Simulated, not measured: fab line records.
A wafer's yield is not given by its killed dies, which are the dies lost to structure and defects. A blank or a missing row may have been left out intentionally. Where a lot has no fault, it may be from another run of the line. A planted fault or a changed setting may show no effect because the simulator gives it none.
fab line records    flow n5Finfet
record lots=10  wafers=27  lastDay=17
route steps=1938 shown BEOL_M0_SAQP@686 BEOL_M4@1111 PASSIVATION@1936
lots untouched by any fault: they come from a run of this same line in which no faults occurred
startH: hours from the record's opening day to when the first of the lot's shown wafers began    waitH: hours since the lot's step before    " as in the row above    L1.1+2: one row covering several wafers at once    - value missing, or start not given    * or withheld: withheld    < > ~ a bound
route shown NAME@n: names a module that has steps shown in the file, with the first one's number in the route    usual: mean/standard deviation of fault-free wafers    same: alike in all rows    chamber/n: place in a boat    sites: the reading at each site    _std_site: standard deviation of those values    _edge_site: the outer-site mean with the inner-site mean subtracted    radiusMm: for every site, how far away it sits from the centre of the wafer    mask NAME#n: copy n    behind: the tool/chamber that last shaped the wafer    hold: why the lot went on hold/how many hours it stayed there/how the hold came to an end    device: the transistor (n, p or np) that didn't switch    end of line: at the end of the route, the tests of the same wafers    a step with no rows: only its recipe    killed: dies that structure and defects cost at the first sort, which is not the same as the wafer's yield    map: shows each die of a wafer: x if killed, . if not, _ if none is there
set.NAME: the setting as run; set.NAME@STEP: as run at that earlier step    model.NAME: the simulator's own value behind a step, which no gauge read
a sample of lots followed through the steps of the route, with each step as a table and each wafer as a row
services: from which hour (startH, from the record's first day; less than 0 if before it) a tool's chamber was out of use, for how many hours, and why
## steps
# step N5_BEOL_M0_SAQP_EXPOSE_37
# recipe maskId=M0_CUT1  na=0.33  sourceShape=annular  sigmaInner=0.35  sigmaOuter=0.8  polarization=unpolarized  targetCdNm=30  doseMj=44.75
lot.wafer   tool           chamber  startH  waitH  mask
L913.2+3+6  euvScanner-01  0        134.56  -      M0_CUT1#0
L914.1+2+5  euvScanner-01  0        137.28  -      M0_CUT1#0
L916.1+2+6  euvScanner-02  0        147.75  -      M0_CUT1#0
L917.3+4    euvScanner-02  0        153.91  -      M0_CUT1#0
L919.4+5+6  euvScanner-01  0        162.18  -      M0_CUT1#0
L920.2+4+5  euvScanner-01  0        168.81  -      M0_CUT1#0
L921.3+6    euvScanner-01  0        178.32  -      M0_CUT1#0
L928.2+3+4  euvScanner-01  0        222.03  -      M0_CUT1#0
L930.2+3+5  euvScanner-01  0        230.69  -      M0_CUT1#0
L932.3+6    euvScanner-02  0        243.19  -      M0_CUT1#0
# step N5_BEOL_M0_SAQP_CD_MEAS_40
# recipe targetCdNm=30  landingEnergyEv=500  detector=seInlens
# usual cdNm=29.89/0.25
lot.wafer  tool      chamber  startH  waitH  cdNm
L913.2     cdSem-02  0        134.68  -      30.40
L913.3     "         0        "       "      29.81
L913.6     "         0        "       "      29.61
L914.1     cdSem-03  0        137.42  -      30.12
L914.2     "         0        "       "      29.77
L914.5     "         0        "       "      29.72
L916.1     cdSem-01  0        147.88  -      29.72
L916.2     "         0        "       "      29.44
L916.6     "         0        "       "      29.53
L917.3     cdSem-02  0        154.03  -      30.05
L917.4     "         0        "       "      30.07
L919.4     cdSem-02  0        162.29  -      30.41
L919.5     "         0        "       "      29.43
L919.6     "         0        "       "      29.59
L920.2     cdSem-02  0        168.93  -      29.78
L920.4     "         0        "       "      29.71
L920.5     "         0        "       "      29.64
L921.3     cdSem-02  0        178.44  -      29.86
L921.6     "         0        "       "      29.80
L928.2     cdSem-03  0        222.16  -      30.10
L928.3     "         0        "       "      30.36
L928.4     "         0        "       "      29.90
L930.2     cdSem-02  0        230.81  -      29.79
L930.3     "         0        "       "      29.97
L930.5     "         0        "       "      29.45
L932.3     cdSem-02  0        243.31  -      30.02
L932.6     "         0        "       "      30.01
# step N5_BEOL_M0_SAQP_OVL_MEAS_41
# recipe pointsPerWafer=522
# usual M0_CUT1_OVL=-0.2/0.73
lot.wafer  tool        chamber  startH  waitH  M0_CUT1_OVL[nm]
L913.2     overlay-02  0        134.72  0.0    0.1
L913.3     "           0        "       "      0.4
L913.6     "           0        "       "      0.5
L914.1     overlay-01  0        137.46  0.0    -0.9
L914.2     "           0        "       "      -0.7
L914.5     "           0        "       "      -0.4
L916.1     overlay-01  0        147.91  0.0    -0.9
L916.2     "           0        "       "      -0.7
L916.6     "           0        "       "      -0.8
L917.3     overlay-02  0        154.07  0.0    0.4
L917.4     "           0        "       "      -1.8
L919.4     overlay-01  0        162.34  0.0    0.4
L919.5     "           0        "       "      0.5
L919.6     "           0        "       "      -0.6
L920.2     overlay-01  0        168.97  0.0    0.0
L920.4     "           0        "       "      -0.2
L920.5     "           0        "       "      0.3
L921.3     overlay-01  0        178.48  0.0    -0.7
L921.6     "           0        "       "      0.3
L928.2     overlay-01  0        222.20  0.0    7.7
L928.3     "           0        "       "      7.2
L928.4     "           0        "       "      7.5
L930.2     overlay-02  0        230.85  0.0    7.6
L930.3     "           0        "       "      8.4
L930.5     "           0        "       "      8.3
L932.3     overlay-02  0        243.35  0.0    0.7
L932.6     "           0        "       "      1.0
# step N5_BEOL_M0_SAQP_ETCH_73
# recipe chemistry=CF4  target=SiARC  targetDepthA=195  maskMaterial=CAR-EUV  timeS=32.5  ionEnergyEv=80  pressureMtorr=40  sourceW=545  biasW=36  Ar_flow_sccm=100  cf4FlowSccm=100  ends=cleared
# usual drypumpMotorCurrentA=5.8/0.53  etchRfOnTimeS=32.4/0.92  oesProductAu=0.69/0.063  rfVppV=184.2/1.1  showerheadPlenumPTorr=2.16/0.065  throttleValvePct=15.58/0.24
lot.wafer  tool        chamber  startH  waitH  drypumpMotorCurrentA  etchRfOnTimeS  oesProductAu  rfHoursCounterH  rfVppV  showerheadPlenumPTorr  throttleValvePct
L913.2     rieDiel-01  0        134.91  0.0    6.7                   32.7           0.74          44               185.0   2.25                   15.42
L913.3     "           2        "       "      5.3                   32.1           0.84          1                183.6   2.10                   15.41
L913.6     "           0        "       "      6.7                   33.1           0.73          -                185.2   2.25                   15.43
L914.1     rieDiel-01  2        137.67  0.0    5.4                   32.6           0.83          2                183.9   2.10                   15.39
L914.2     "           0        "       "      6.7                   33.0           0.75          45               184.8   2.25                   15.41
L914.5     "           0        "       "      6.7                   33.0           0.74          -                183.4   2.25                   15.40
L916.1     rieDiel-05  1        148.06  0.0    5.8                   34.2           0.64          142              184.0   2.05                   15.77
L916.2     "           2        "       "      5.2                   32.6           0.65          162              183.2   2.14                   15.47
L916.6     "           1        "       "      5.7                   33.7           0.63          -                183.1   2.05                   15.76
L917.3     rieDiel-01  1        154.20  0.0    5.5                   31.2           0.75          66               182.4   2.17                   15.11
L917.4     "           0        "       "      6.7                   32.9           0.73          51               186.1   2.25                   15.43
L919.4     rieDiel-01  1        162.46  0.0    5.5                   31.3           0.75          68               185.6   2.17                   15.15
L919.5     "           0        "       "      6.7                   32.7           0.74          -                185.0   2.25                   15.44
L919.6     "           1        "       "      5.5                   31.1           0.76          -                185.4   2.17                   15.13
L920.2     rieDiel-01  2        169.14  0.0    5.3                   32.3           0.80          13               184.0   2.09                   15.41
L920.4     "           0        "       "      6.7                   32.7           0.73          56               185.2   2.25                   15.45
L920.5     "           2        "       "      5.3                   31.9           0.80          -                183.2   2.10                   15.39
L921.3     rieDiel-05  2        178.62  0.0    5.2                   32.4           0.63          171              183.8   2.14                   15.49
L921.6     "           3        "       "      6.3                   32.1           0.69          -                184.9   2.17                   15.98
L928.2     rieDiel-04  0        222.41  0.0    6.5                   32.9           0.59          245              185.5   2.19                   15.84
L928.3     "           2        "       "      6.5                   32.5           0.63          150              184.3   2.07                   15.99
L928.4     "           1        "       "      5.6                   32.3           0.65          -                184.5   2.15                   15.57
L930.2     rieDiel-05  2        230.99  0.0    5.2                   32.7           0.62          186              183.7   2.13                   15.51
L930.3     "           1        "       "      5.8                   33.8           0.62          167              182.5   2.04                   15.82
L930.5     "           1        "       "      5.8                   33.7           0.62          -                184.5   2.04                   15.82
L932.3     rieDiel-01  0        243.48  0.0    6.7                   33.5           0.70          73               186.5   2.24                   15.47
L932.6     "           2        "       "      5.3                   32.6           0.76          -                182.4   2.09                   15.46
# step N5_BEOL_M0_SAQP_CUT_ETCH_46
# recipe chemistry=N2/H2  target=SOC  targetDepthA=1350  overetchA=270  tempC=40  timeS=202.5  ionEnergyEv=200  maskMaterial=SiARC  pressureMtorr=30  sourceW=840  biasW=150  n2FlowSccm=200  h2FlowSccm=200
# usual drypumpMotorCurrentA=5.8/0.53  rfVppV=524.5/2.4  showerheadPlenumPTorr=2.57/0.086  throttleValvePct=17.84/0.23
lot.wafer  tool        chamber  startH  waitH  drypumpMotorCurrentA  rfHoursCounterH  rfVppV  showerheadPlenumPTorr  throttleValvePct
L913.2     rieDiel-01  0        134.95  0.0    6.7                   44               529.5   2.72                   17.77
L913.3     "           2        "       "      5.4                   1                521.6   2.49                   17.63
L913.6     "           0        "       "      6.7                   -                529.2   2.72                   17.75
L914.1     rieDiel-01  2        137.70  0.0    5.4                   3                523.5   2.49                   17.65
L914.2     "           0        "       "      6.7                   45               528.0   2.72                   17.76
L914.5     "           0        "       "      6.7                   -                529.2   2.72                   17.77
L916.1     rieDiel-05  1        148.09  0.0    5.8                   142              520.0   2.44                   18.08
L916.2     "           2        "       "      5.2                   162              523.3   2.54                   17.72
L916.6     "           1        "       "      5.8                   -                519.7   2.44                   18.08
L917.3     rieDiel-01  1        154.23  0.0    5.5                   66               526.0   2.59                   17.44
L917.4     "           0        "       "      6.7                   51               526.1   2.71                   17.79
L919.4     rieDiel-01  1        162.50  0.0    5.5                   68               525.3   2.59                   17.42
L919.5     "           0        "       "      6.8                   -                528.6   2.71                   17.78
L919.6     "           1        "       "      5.5                   -                525.1   2.59                   17.43
L920.2     rieDiel-01  2        169.18  0.0    5.3                   13               522.6   2.49                   17.67
L920.4     "           0        "       "      6.8                   56               525.2   2.71                   17.78
L920.5     "           2        "       "      5.3                   -                523.1   2.49                   17.68
L921.3     rieDiel-05  2        178.65  0.0    5.2                   171              524.4   2.54                   17.75
L921.6     "           3        "       "      6.3                   -                523.3   2.55                   18.12
L928.2     rieDiel-04  0        222.44  0.0    6.5                   245              524.8   2.62                   18.12
L928.3     "           2        "       "      6.4                   150              520.9   2.44                   18.15
L928.4     "           1        "       "      5.6                   -                525.5   2.57                   18.01
L930.2     rieDiel-05  2        231.02  0.0    5.2                   186              522.9   2.53                   17.78
L930.3     "           1        "       "      5.7                   167              520.2   2.43                   18.12
L930.5     "           1        "       "      5.8                   -                520.5   2.43                   18.13
L932.3     rieDiel-01  0        243.51  0.0    6.8                   73               527.6   2.70                   17.82
L932.6     "           2        "       "      5.3                   -                523.8   2.48                   17.70
# step N5_BEOL_M4_RC_MEAS_101
# usual DIBL_N=36.3/1.6  DIBL_P=36.2/2  IOFF_N=0.160/0.028  IOFF_P=0.21/0.036  ION_N=677/11  ION_P=465/6.9  SS_N=71.5/0.55  SS_P=73.3/0.64  VT_N=250/3  VT_P=-250/3.5
lot.wafer  tool       chamber  startH  waitH  DIBL_N[mV/V]  DIBL_P[mV/V]  IOFF_N[nA/um]  IOFF_P[nA/um]  ION_N[uA/um]  ION_P[uA/um]  SS_N[mV/dec]  SS_P[mV/dec]  VT_N[mV]  VT_P[mV]
L913.2     prober-01  0        193.52  0.2    37.0          35.5          0.146          0.23           678           464           71.7          72.9          249       -247
L913.3     "          0        "       "      38.2          37.4          0.175          0.26           678           474           71.3          73.4          247       -245
L913.6     "          0        "       "      39.1          37.2          0.185          0.27           683           467           72.3          73.3          247       -243
L914.1     prober-01  0        200.16  0.0    33.3          33.7          0.114          0.15           660           456           70.6          72.6          256       -255
L914.2     "          0        "       "      34.5          34.8          0.136          0.17           679           470           70.5          72.8          255       -252
L914.5     "          0        "       "      34.5          33.9          0.139          0.16           669           457           71.2          73.1          252       -254
L916.1     prober-01  0        204.48  0.0    37.1          36.7          0.159          0.21           679           467           72.0          73.0          250       -252
L916.2     "          0        "       "      37.2          35.5          0.166          0.20           671           459           72.2          72.8          247       -250
L916.6     "          0        "       "      36.6          35.7          0.150          0.19           683           461           71.2          72.2          249       -250
L917.3     prober-01  0        209.69  0.3    37.7          40.4          0.219          0.27           702           478           71.6          74.7          243       -248
L917.4     "          0        "       "      35.0          36.8          0.160          0.20           675           459           71.2          72.7          250       -252
L919.4     prober-01  0        231.14  0.5    37.8          38.9          0.187          0.29           684           478           71.4          73.6          246       -243
L919.5     "          0        "       "      38.0          39.1          0.190          0.29           688           479           72.1          73.4          248       -243
L919.6     "          0        "       "      37.6          38.2          0.177          0.27           673           469           71.1          73.6          248       -244
L921.3     prober-01  0        235.44  0.3    38.4          39.4          0.207          0.26           691           466           71.6          74.6          246       -249
L921.6     "          0        "       "      36.8          37.8          0.172          0.22           670           456           71.4          74.6          249       -252
L920.2     prober-01  0        238.57  0.2    35.6          36.5          0.143          0.18           679           462           71.3          73.0          252       -257
L920.4     "          0        "       "      36.8          39.4          0.181          0.22           694           470           72.5          73.3          249       -252
L920.5     "          0        "       "      35.2          38.0          0.152          0.20           671           458           72.0          72.7          250       -255
L928.2     prober-01  0        280.61  0.2    37.2          37.2          0.156          0.20           675           459           71.4          73.1          252       -251
L928.3     "          0        "       "      36.1          36.7          0.142          0.19           666           457           71.4          73.5          254       -251
L928.4     "          0        "       "      34.9          35.5          0.133          0.18           673           463           71.2          72.8          252       -251
L930.2     prober-01  0        300.23  0.2    33.4          31.5          0.118          0.16           669           455           71.0          72.4          252       -255
L930.3     "          0        "       "      37.0          35.3          0.179          0.21           684           465           71.2          73.6          247       -249
L930.5     "          0        "       "      32.2          30.3          0.107          0.15           668           461           69.9          72.7          255       -254
L932.3     prober-01  0        306.05  0.3    36.7          35.4          0.172          0.21           682           463           71.5          73.3          247       -250
L932.6     "          0        "       "      35.5          34.4          0.151          0.20           684           465           71.0          73.7          246       -248
# step N5_PASSIVATION_PROBE_49
# usual defectLimitedYield=91.2/1.5  killed_at_M0_to_M3=36/10  killed_at_M4_up=13/6  killedAtContacts=11/5.2  killedAtFrontEnd=40/11  killedAtOther=3.1/2.9  killedDies=104/17  killedOnRim=14/3.6  killedOpen=66/12  killedShort=34/7.7  sort_bin_5_function=5.1/0.91  sort_bin_6_memory=3.2/0.67  sortNPass=1076/17  sortYieldPct=91.2/1.5
# same grossDies=1180  killedAtBackSide=0  sort_bin_4_leakage[%]=0  sort_bin_8_speed[%]=0
lot.wafer  tool       chamber  startH  waitH  defectLimitedYield[%]  killed_at_M0_to_M3  killed_at_M4_up  killedAtContacts  killedAtFrontEnd  killedAtOther  killedDies  killedOnRim  killedOpen  killedShort  sort_bin_5_function[%]  sort_bin_6_memory[%]  sortNPass  sortYieldPct[%]
L928.2     prober-01  -        388.72  0.1    11.5                   980                 6                7                 47                4              1044        133          59          40           46.4                    3.6                   136        11.5
L928.3     prober-01  -        388.77  0.1    31.5                   738                 12               18                40                0              808         105          73          36           32.8                    3.9                   372        31.5
L928.4     prober-01  -        388.82  0.2    33.5                   734                 8                9                 33                1              785         94           51          26           32.5                    2.5                   395        33.5
L930.2     prober-01  -        403.92  0.1    4.7                    1030                25               19                50                0              1124        145          91          38           50.5                    3.9                   56         4.7
L930.3     prober-01  -        403.97  0.1    3.8                    1061                7                14                50                3              1135        147          60          39           47.5                    2.8                   45         3.8
L930.5     prober-01  -        404.07  0.2    4.9                    1045                21               2                 49                5              1122        145          73          32           47.6                    3.9                   58         4.9
# killed by level:class
L928.2 BEOL_M0_SAQP:overlay=944 FIN_SAQP:geometricParticle:open=12 FIN_SAQP:geometricParticle:short=11 BEOL_M0_SAQP:geometricParticle:short=10 BEOL_M0_SAQP:geometricParticle:open=9 BEOL_M3:geometricParticle:open=8 STARTING-WAFER:geometricParticle:short=8 DUMMY_GATE:geometricParticle:open=7
L928.3 BEOL_M0_SAQP:overlay=696 FIN_SAQP:geometricParticle:open=14 MOL_CONTACT_COAG:geometricParticle:open=13 BEOL_M0_SAQP:geometricParticle:short=11 FIN_SAQP:geometricParticle:short=10 BEOL_M0_SAQP:geometricParticle:open=9 BEOL_M2:geometricParticle:open=9 BEOL_M4:geometricParticle:open=6
L928.4 BEOL_M0_SAQP:overlay=706 FIN_SAQP:geometricParticle:open=12 FIN_SAQP:geometricParticle:short=12 MOL_CONTACT_COAG:geometricParticle:open=7 BEOL_M3:geometricParticle:open=7 BEOL_M2:geometricParticle:open=5 BEOL_M0_SAQP:geometricParticle:open=4 BEOL_M0_SAQP:geometricParticle:short=3
L930.2 BEOL_M0_SAQP:overlay=993 FIN_SAQP:geometricParticle:open=13 BEOL_M4:geometricParticle:open=13 MOL_CONTACT_COAG:geometricParticle:open=12 BEOL_M1:geometricParticle:open=12 FIN_SAQP:geometricParticle:short=11 MOL_CONTACT_COAG:geometricParticle:short=7 BEOL_M0_SAQP:geometricParticle:open=6
L930.3 BEOL_M0_SAQP:overlay=1027 FIN_SAQP:geometricParticle:short=14 BEOL_M0_SAQP:geometricParticle:open=13 FIN_SAQP:geometricParticle:open=9 MOL_CONTACT_COAG:geometricParticle:open=9 HKMG_FIN:areaEtch=7 MOL_CONTACT_COAG:geometricParticle:short=5 BEOL_M2:geometricParticle:open=4
L930.5 BEOL_M0_SAQP:overlay=1013 FIN_SAQP:geometricParticle:open=19 FIN_SAQP:geometricParticle:short=12 BEOL_M0_SAQP:geometricParticle:open=9 BEOL_M4:geometricParticle:open=9 BEOL_M0_SAQP:geometricParticle:short=5 BEOL_M1:geometricParticle:open=5 BEOL_M4:geometricParticle:short=5
## services
tool           chamber  startH  hours  kind
rieDiel-05     0        121.56  1.7    repair
euvScanner-02  -        125.64  1.0    pm
euvScanner-02  -        131.30  5.8    pm
euvScanner-01  -        140.71  1.0    pm
euvScanner-02  -        159.10  4.6    pm
euvScanner-01  0        179.18  -      calibration
euvScanner-02  -        181.79  1.0    pm
euvScanner-01  -        196.86  1.0    pm
rieDiel-04     3        202.30  -      clean
rieDiel-04     3        202.30  -      consumableReplace:focusRing
rieDiel-04     3        202.30  28.8   scheduledDown
rieDiel-04     3        202.30  28.8   ventCycle
rieDiel-01     -        206.39  0.5    repair
euvScanner-01  -        207.38  1.3    repair
euvScanner-01  -        231.55  18.0   repair
rieDiel-04     0        239.05  -      clean
rieDiel-04     0        239.05  -      consumableReplace:focusRing
rieDiel-04     0        239.05  24.7   scheduledDown
rieDiel-04     0        239.05  24.7   ventCycle
euvScanner-02  -        239.55  0.3    repair
## key
firstSign step=N5_BEOL_M0_SAQP_OVL_MEAS_41  reading=M0_CUT1_OVL  direction=up  sigmas=11  usual=-0.2  struck=7.8
effect step=N5_PASSIVATION_PROBE_49  reading=killed_at_M0_to_M3  direction=up  sigmas=87  usual=36  struck=931
moreKillsBornAt N5_BEOL_M0_SAQP_EXPOSE_37@euvScanner-01=5379
metAt N5_BEOL_M0_SAQP_EXPOSE_37
struckLots L928,L930
notActingAt N5_BEOL_M0_SAQP_CD_MEAS_40,N5_BEOL_M0_SAQP_ETCH_73,N5_BEOL_M0_SAQP_CUT_ETCH_46
onsetBetween 178.32 222.03
fault kind=scannerMatchingOverlay  tool=euvScanner-01  chamber=-  onsetH=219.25  steps=N5_BEOL_M0_SAQP_EXPOSE_37  offset=7.7465
